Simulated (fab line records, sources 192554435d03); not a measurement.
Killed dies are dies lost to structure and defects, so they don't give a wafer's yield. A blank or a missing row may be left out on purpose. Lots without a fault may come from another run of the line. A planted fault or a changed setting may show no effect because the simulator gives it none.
fab line records | flow n5_finfet
record lots=5 wafers=14 last_day=18
route steps=1938 shown SDB@359 BEOL_M4@1111 PASSIVATION@1936
lots that met no fault: from a run of the same line without faults
start_h: hours from the record's first day to the start of the lot's first wafer shown | wait_h: hours since the lot's step before | " the same as in the row above | L1.1+2: a row that stands for several wafers | - no value, or no start given | * or withheld: withheld | < > ~ a bound
route shown NAME@n: a module of which the file shows steps, and the number in the route of the first | usual: mean/standard deviation of fault-free wafers | same: alike in all rows | chamber/n: place in a boat | sites: the reading at each site | _std_site: their standard deviation | _edge_site: outer sites' mean less inner sites' | radius_mm: how far each site lies from the wafer's centre | mask NAME#n: copy n | behind: the tool/chamber that last shaped the wafer | hold: why the lot was held/for how many hours/how that ended | device: the transistor (n, p or np) that didn't switch | end of line: the same wafers' tests at the end of the route | a step without rows: its recipe alone | killed: dies lost to structure and defects at the first sort, not the wafer's yield | map: a wafer's dies, x killed, . not, _ none there
set.NAME: the setting as run; set.NAME@STEP: as run at that earlier step | model.NAME: the simulator's own value behind a step, which no gauge read
lots at some steps of the route; a table a step, a row a wafer
services: from which hour (start_h, from the record's first day; less than 0 if before it) a tool's chamber was out of use, for how many hours, and why
## steps
# step N5_SDB_DESCUM_16
# recipe chemistry=O2 time_s=7.9 source_power_w=50 bias_power_w=20 pressure_mtorr=20 rf_frequency_hz=2.712e+07 temp_c=40 resist=CAR-ArF o2_flow_sccm=225
# step N5_SDB_ETCH_17
# recipe chemistry=CF4 target=SiARC target_depth_a=234 mask_material=CAR-ArF time_s=39 ion_energy_ev=80 pressure_mtorr=40 source_w=545 bias_w=36 Ar_flow_sccm=100 cf4_flow_sccm=100 ends=cleared
# step N5_SDB_ETCH_18
# recipe chemistry=N2/H2 target=SOC target_depth_a=1000 overetch_a=200 mask_material=SiARC temp_c=40 time_s=150 ion_energy_ev=200 pressure_mtorr=30 source_w=840 bias_w=150 n2_flow_sccm=200 h2_flow_sccm=200
# step N5_SDB_STRIP_19
# recipe chemistry=N2/H2 temp_c=40 n2_flow_sccm=200 h2_flow_sccm=200 rf_frequency_hz=6e+07
# step N5_SDB_STRIP_21
# recipe chemistry=CF4 resist=SiARC power_w=300 bias_power_w=75 pressure_mtorr=50 cf4_flow_sccm=150 rf_frequency_hz=6e+07
# step N5_SDB_HM_OPEN_20
# recipe chemistry=CH3F/O2 target=SiNx mask_material=SOC target_depth_a=240 stop_on=poly-Si over_etch_frac=0.4 ion_energy_ev=120 pressure_mtorr=30 source_w=395 bias_w=73 Ar_flow_sccm=150 CH3F_flow_sccm=30 O2_flow_sccm=20
# step N5_SDB_STRIP_22
# recipe chemistry=N2/H2 power_w=1000 temp_c=250 h2_frac=0.65 overash_fraction=0.3 pressure_mtorr=withheld n2_flow_sccm=1750 h2_flow_sccm=3250
# step N5_SDB_PRECLEAN_23
# recipe chemistry=dHF time_s=30 temp_c=25 dilution=withheld
# step N5_SDB_DUMMY_REMOVE_24
# recipe chemistry=TMAH temp_c=70 target=poly-Si stop_on=SiO2 target_depth_nm=142 conc_wt_pct=5 time_s=57 dry=ipa_marangoni rinse_time_s=30 rinse_temp_c=23
# step N5_SDB_ETCH_25
# recipe chemistry=C4F6/O2 target=SiO2 target_depth_a=100 time_s=3.3 ion_energy_ev=250 mask_material=SiNx pressure_mtorr=30 source_w=345 bias_w=185 Ar_flow_sccm=300 C4F6_flow_sccm=10 O2_flow_sccm=10
# usual drypump_motor_current_A=5.6/0.53 oes_ar_750_au=0.77/0.09 oes_f_703_au=0.77/0.096 oes_o_777_au=0.78/0.095 oes_product_au=0.76/0.087 rf_vpp_V=661/12 showerhead_plenum_p_Torr=2.84/0.1 throttle_valve_pct=21.14/0.21
# columns lot.wafer tool chamber start_h wait_h drypump_motor_current_A oes_ar_750_au oes_f_703_au oes_o_777_au oes_product_au rf_hours_counter_h rf_vpp_V showerhead_plenum_p_Torr throttle_valve_pct model.etch.depth_nm
L103.1 rie_diel-03 0 79.34 0.0 5.2 0.70 0.68 0.69 0.71 230 661 2.74 21.42 10.19
L103.5 " 0 " " 5.2 0.70 0.68 0.69 0.71 - 658 2.74 21.42 10.1
L103.6 " 1 " " 5.4 0.72 0.73 0.74 0.69 - 657 2.81 21.13 9.877
L109.2 rie_diel-03 2 116.74 0.0 4.7 0.70 0.70 0.70 0.70 224 655 2.80 21.09 8.278
L109.3 " 1 " " 5.4 0.98 0.99 1.01 0.95 1 658 2.81 20.72 10.08
L109.6 " 0 " " 5.2 0.69 0.68 0.69 0.69 - 659 2.74 21.45 8.171
L110.1 rie_diel-03 0 118.98 0.0 5.2 0.69 0.67 0.69 0.69 248 660 2.73 21.44 9.939
L110.2 " 1 " " 5.4 0.97 0.99 1.00 0.95 2 657 2.81 20.72 8.364
L110.4 " 2 " " 4.7 0.69 0.70 0.70 0.69 224 654 2.80 21.08 9.925
L115.3 rie_diel-03 3 151.11 0.0 6.5 0.78 0.80 0.79 0.76 120 655 2.73 21.36 10.05
L115.6 " 1 " " 5.4 0.92 0.94 0.94 0.91 - 659 2.80 20.75 8.46
L124.1 rie_diel-03 2 207.12 0.0 4.7 0.98 0.97 0.96 0.99 2 653 2.79 20.75 10.2
L124.2 " 1 " " 5.4 0.87 0.90 0.90 0.86 38 656 2.79 20.76 10.12
L124.5 " 0 " " 5.3 0.89 0.86 0.88 0.88 - 669 3.07 21.16 9.903
# step N5_SDB_CUT_ETCH_26
# recipe chemistry=HBr/Cl2/O2 target=Si target_depth_a=1296 bt_time_s=20 mask_material=SiNx time_s=51.8 ion_energy_ev=* bias_w=* pressure_mtorr=10 icp_w=800 HBr_flow_sccm=150 Cl2_flow_sccm=80 O2_flow_sccm=12
# step N5_BEOL_M4_RC_MEAS_101
# usual DIBL_N=37.0/2.3 DIBL_P=37.3/2.8 IOFF_N=0.17/0.046 IOFF_P=0.23/0.054 ION_N=675/14 ION_P=460/9.3 SS_N=71.7/0.73 SS_P=73.6/0.95 VT_N=249/3.9 VT_P=-250/3.9
# columns lot.wafer tool chamber start_h wait_h DIBL_N[mV/V] DIBL_P[mV/V] IOFF_N[nA/um] IOFF_P[nA/um] ION_N[uA/um] ION_P[uA/um] SS_N[mV/dec] SS_P[mV/dec] VT_N[mV] VT_P[mV]
L103.1 prober-02 0 173.23 0.0 36.9 36.2 0.19 0.22 675 455 71.6 73.3 245 -250
L103.5 " 0 " " 37.7 38.0 0.20 0.26 681 469 71.6 74.2 246 -248
L103.6 " 0 " " 34.2 33.5 0.11 0.17 648 449 70.9 72.7 256 -256
L109.2 prober-01 0 222.07 0.2 38.3 39.4 0.18 0.25 682 467 71.4 74.4 250 -247
L109.3 " 0 " " 34.8 35.4 0.12 0.18 660 459 71.0 72.6 251 -253
L109.6 " 0 " " 34.6 34.6 0.11 0.17 643 453 70.5 72.4 258 -253
L110.1 prober-02 0 222.25 0.0 41.1 40.8 0.26 0.35 680 466 73.5 75.3 245 -241
L110.2 " 0 " " 36.6 36.5 0.16 0.24 683 471 71.4 73.0 250 -247
L110.4 " 0 " " 34.0 33.0 0.12 0.19 646 451 71.2 71.9 252 -250
L115.3 prober-01 0 281.14 0.3 38.5 37.5 0.20 0.25 667 458 72.4 74.2 248 -251
L115.6 " 0 " " 39.4 38.4 0.20 0.25 664 449 73.3 74.2 250 -249
L124.1 prober-01 0 317.82 0.0 38.0 41.1 0.18 0.23 674 454 72.3 74.7 250 -254
L124.2 " 0 " " 38.0 40.4 0.19 0.21 681 459 72.0 73.8 250 -251
L124.5 " 0 " " 37.7 39.3 0.19 0.20 666 449 72.0 74.9 249 -256
# step N5_PASSIVATION_PROBE_49
# usual defect_limited_yield=91.5/1.3 killed_at_M0_to_M3=36/10 killed_at_M4_up=13/4.7 killed_at_contacts=13/6.7 killed_at_front_end=37/9.7 killed_at_other=2.6/2.3 killed_dies=101/15 killed_open=67/12 killed_short=32/6.7 sort_bin_5_function=5.0/0.89 sort_bin_6_memory=3.2/0.63 sort_bin_8_speed=0.01/0.03 sort_n_pass=1079/16 sort_yield_pct=91.4/1.4
# same gross_dies=1180 killed_at_back_side=0 sort_bin_4_leakage[%]=0
# columns lot.wafer tool chamber start_h wait_h defect_limited_yield[%] killed_at_M0_to_M3 killed_at_M4_up killed_at_contacts killed_at_front_end killed_at_other killed_dies killed_open killed_short sort_bin_5_function[%] sort_bin_6_memory[%] sort_bin_8_speed[%] sort_n_pass sort_yield_pct[%]
L109.2 prober-01 - 343.95 0.1 91.3 37 14 21 30 1 103 65 38 4.7 3.5 0 1077 91.3
L109.3 prober-01 - 344.00 0.1 92.8 38 9 18 19 1 85 58 27 5.6 1.4 0 1095 92.8
L109.6 prober-01 - 344.15 0.3 93.3 41 13 8 16 1 79 55 24 4.3 2.3 0 1101 93.3
# killed by level:class
L109.2 MOL_CONTACT_COAG:geometric_particle:open=16 BEOL_M0_SAQP:geometric_particle:short=12 FIN_SAQP:geometric_particle:open=9 BEOL_M0_SAQP:geometric_particle:open=9 FIN_SAQP:geometric_particle:short=8 MOL_CONTACT_COAG:geometric_particle:short=5 BEOL_M3:geometric_particle:open=5 GATE_CUT:geometric_particle:short=4
L109.3 MOL_CONTACT_COAG:geometric_particle:open=16 BEOL_M2:geometric_particle:open=9 STI_FIN_REVEAL:geometric_particle:open=6 BEOL_M0_SAQP:geometric_particle:short=6 BEOL_M0_SAQP:geometric_particle:open=6 BEOL_M3:geometric_particle:open=5 STARTING-WAFER:geometric_particle:short=5 GATE_CUT:geometric_particle:short=4
L109.6 BEOL_M3:geometric_particle:open=10 BEOL_M0_SAQP:geometric_particle:open=9 BEOL_M0_SAQP:geometric_particle:short=7 BEOL_M2:geometric_particle:open=6 MOL_CONTACT_COAG:geometric_particle:open=5 GATE_CUT:geometric_particle:open=4 STARTING-WAFER:geometric_particle:open=4 MOL_CONTACT_COAG:geometric_particle:short=3
## services
# columns tool chamber start_h hours kind
rie_diel-03 2 62.77 34.7 repair
rie_diel-03 1 97.59 - clean
rie_diel-03 1 97.59 - consumable_replace:focus_ring
rie_diel-03 1 97.59 16.3 scheduled_down
rie_diel-03 1 97.59 16.3 vent_cycle
rie_diel-03 0 123.05 - clean
rie_diel-03 0 123.05 - consumable_replace:focus_ring
rie_diel-03 0 123.05 - consumable_replace:showerhead
rie_diel-03 0 123.05 20.3 scheduled_down
rie_diel-03 0 123.05 20.3 vent_cycle
rie_diel-03 2 183.21 - clean
rie_diel-03 2 183.21 - consumable_replace:focus_ring
rie_diel-03 2 183.21 17.9 scheduled_down
rie_diel-03 2 183.21 17.9 vent_cycle
## key
first_sign none at tools or gauges
model_effect step=N5_SDB_ETCH_25 value=etch.depth_nm without=10.08 struck=8.318
met_at N5_SDB_ETCH_25
struck_wafers L109.2,L109.6,L110.2,L115.6
onset_between 79.34 116.74
fault kind=process_parameter_drift tool=rie_diel-03 chamber=- onset_h=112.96 steps=N5_SDB_ETCH_25 channel=time_s offset=* shape=step end_h=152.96 scope=struck_wafers_only acts_in=* stated=*
